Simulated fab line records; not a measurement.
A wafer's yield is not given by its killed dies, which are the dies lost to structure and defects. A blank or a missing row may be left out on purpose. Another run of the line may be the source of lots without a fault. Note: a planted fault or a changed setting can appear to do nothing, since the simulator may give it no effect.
Which tool was responsible? | flow n5 finfet | 11 lots, 33 wafers sampled, at 4 steps of a route of 1938

## WHAT THE GAUGES READ, wafer by wafer
N5_BEOL_M8_THK_MEAS_01. Usual: M8_ILD_THK typically reads 155.1 nm, with standard deviation 2.
lot  | measured     | on            | M8_ILD_THK (nm)   | flag
L321 | day 10 05:41 | film metro-01 | 155.8 156.3 155.8 |
L322 | day 10 08:17 | film metro-01 | 154.7 152.3 154.6 |
L325 | day 12 08:51 | film metro-01 | 154.0 152.8 156.1 |
L324 | day 12 10:38 | film metro-02 | 158.4 153.0 155.9 |
L326 | day 13 02:20 | film metro-01 | 154.2 157.2 156.6 |
L328 | day 13 12:55 | film metro-01 | 146.8 153.6 157.3 |
L335 | day 16 08:52 | film metro-02 | 153.0 153.6 157.4 |
L339 | day 16 11:37 | film metro-02 | 153.5 155.3 158.2 |
L340 | day 16 16:06 | film metro-01 | 153.4 156.3 158.9 |
L343 | day 16 21:31 | film metro-01 | 154.0 157.3 155.7 |
L344 | day 16 22:35 | film metro-01 | 154.1 157.9 156.8 |

## EACH LOT AND THE TOOL THAT RAN IT (in order: tool; ch and the chambers of the sampled wafers; start)
lot  | N5_BEOL_M7_SURFACE_TREAT_79  | N5_BEOL_M7_DEP_56               | N5_BEOL_M8_ILD_DEP_00
L321 | pvd sputter-03, day 10 03:38 | pecvd-01 ch 1,2, day 10 04:59   | pecvd-01 ch 0,1,2, day 10 05:07
L322 | pvd sputter-03, day 10 06:31 | pecvd-01 ch 1,2, day 10 07:35   | pecvd-01 ch 0,1,2, day 10 07:43
L325 | pvd sputter-03, day 12 05:57 | pecvd-02 ch 0,1,2, day 12 08:08 | pecvd-01 ch 0,1,2, day 12 08:16
L324 | pvd sputter-03, day 12 08:53 | pecvd-01 ch 0,1,2, day 12 09:56 | pecvd-03 ch 0,1,2, day 12 10:05
L326 | pvd sputter-03, day 13 00:34 | pecvd-01 ch 0,1,2, day 13 01:37 | pecvd-01 ch 1,2, day 13 01:45
L328 | pvd sputter-01, day 13 08:53 | pecvd-04 ch 0,1,2, day 13 12:10 | pecvd-01 ch 0,1,2, day 13 12:20
L335 | pvd sputter-02, day 16 06:14 | pecvd-04 ch 1,2, day 16 08:09   | pecvd-03 ch 0,2, day 16 08:17
L339 | pvd sputter-01, day 16 09:39 | pecvd-04 ch 1,2, day 16 10:53   | pecvd-02 ch 0,1,2, day 16 11:02
L340 | pvd sputter-03, day 16 10:55 | pecvd-04 ch 0,2, day 16 15:23   | pecvd-03 ch 0,1,2, day 16 15:31
L343 | pvd sputter-02, day 16 19:31 | pecvd-01 ch 0,1,2, day 16 20:38 | pecvd-01 ch 0,1,2, day 16 20:56
L344 | pvd sputter-02, day 16 20:08 | pecvd-02 ch 0,1,2, day 16 21:43 | pecvd-01 ch 0,2, day 16 21:50
- N5_BEOL_M7_SURFACE_TREAT_79
- N5_BEOL_M7_DEP_56: deposits SiCN from 3MS/NH3, target thk 10 nm, time 17.5 s.
- N5_BEOL_M8_ILD_DEP_00: deposits SiCOH lowk from DEMS/porogen, target thk 179.75 nm, time 33.4 s.

## WHAT THE TOOLS THEMSELVES READ (means of the sampled wafers that have a number; where no wafer has one, the mark that the record gives instead)
N5_BEOL_M7_DEP_56. Usual: showerhead plenum p Torr 3.666 Torr, standard deviation 0.016; throttle valve pct 9.1 %, standard deviation 0.59.
lot  | tool     | showerhead plenum p Torr (Torr) | throttle valve pct (%) | flag
L321 | pecvd-01 | 3.659                           | 8.7                    |
L322 | pecvd-01 | 3.663                           | 8.5                    |
L325 | pecvd-02 | 3.672                           | 9.2                    |
L324 | pecvd-01 | 3.657                           | 8.7                    |
L326 | pecvd-01 | 3.663                           | 8.8                    |
L328 | pecvd-04 | 3.672                           | 9.4                    |
L335 | pecvd-04 | 3.684                           | 9.9                    |
L339 | pecvd-04 | 3.681                           | 9.7                    |
L340 | pecvd-04 | 3.677                           | 9.2                    |
L343 | pecvd-01 | 3.661                           | 8.8                    |
L344 | pecvd-02 | 3.666                           | 9.2                    |

N5_BEOL_M8_ILD_DEP_00. Usual: heater power outer w 143 W, standard deviation 23; heater power w 317 W, standard deviation 32; showerhead plenum p Torr 5.737 Torr, standard deviation 0.012; throttle valve pct 13.6 %, standard deviation 0.65.
lot  | tool     | heater power outer w (W) | heater power w (W) | showerhead plenum p Torr (Torr) | throttle valve pct (%) | flag
L321 | pecvd-01 | 124                      | 301                | 5.735                           | 13.2                   |
L322 | pecvd-01 | 125                      | 311                | 5.725                           | 13.3                   |
L325 | pecvd-01 | 143                      | 329                | 5.740                           | 13.4                   |
L324 | pecvd-03 | 146                      | 309                | 5.729                           | 13.6                   |
L326 | pecvd-01 | 152                      | 339                | 5.734                           | 12.9                   |
L328 | pecvd-01 | 132                      | 318                | 5.734                           | 13.2                   |
L335 | pecvd-03 | 152                      | 310                | 5.747                           | 13.4                   |
L339 | pecvd-02 | 151                      | 328                | 5.741                           | 14.3                   |
L340 | pecvd-03 | 142                      | 296                | 5.741                           | 13.8                   |
L343 | pecvd-01 | 148                      | 336                | 5.739                           | 13.4                   |
L344 | pecvd-01 | 108                      | 280                | 5.729                           | 13.6                   |

## THE ANSWER, worked out from the rows above alone
Rule: take the mean of a lot's wafers that have a number; if it is more than 3 standard deviations from the usual mean, the lot is off. Also off: a lot with no number at a reading for which 4 or more lots have one. All remaining lots with rows at the step are treated as sound. After the gauges, taken in route order, come the tools' own readings; for these a lot's mean is taken, as printed above. The first step at which some lot is off is used, and at that step the reading that is off furthest; a lot without a number counts as furthest.
None of the lots is off at any reading shown; this tells nothing.

## WHAT THE SIMULATOR HAD INSERTED
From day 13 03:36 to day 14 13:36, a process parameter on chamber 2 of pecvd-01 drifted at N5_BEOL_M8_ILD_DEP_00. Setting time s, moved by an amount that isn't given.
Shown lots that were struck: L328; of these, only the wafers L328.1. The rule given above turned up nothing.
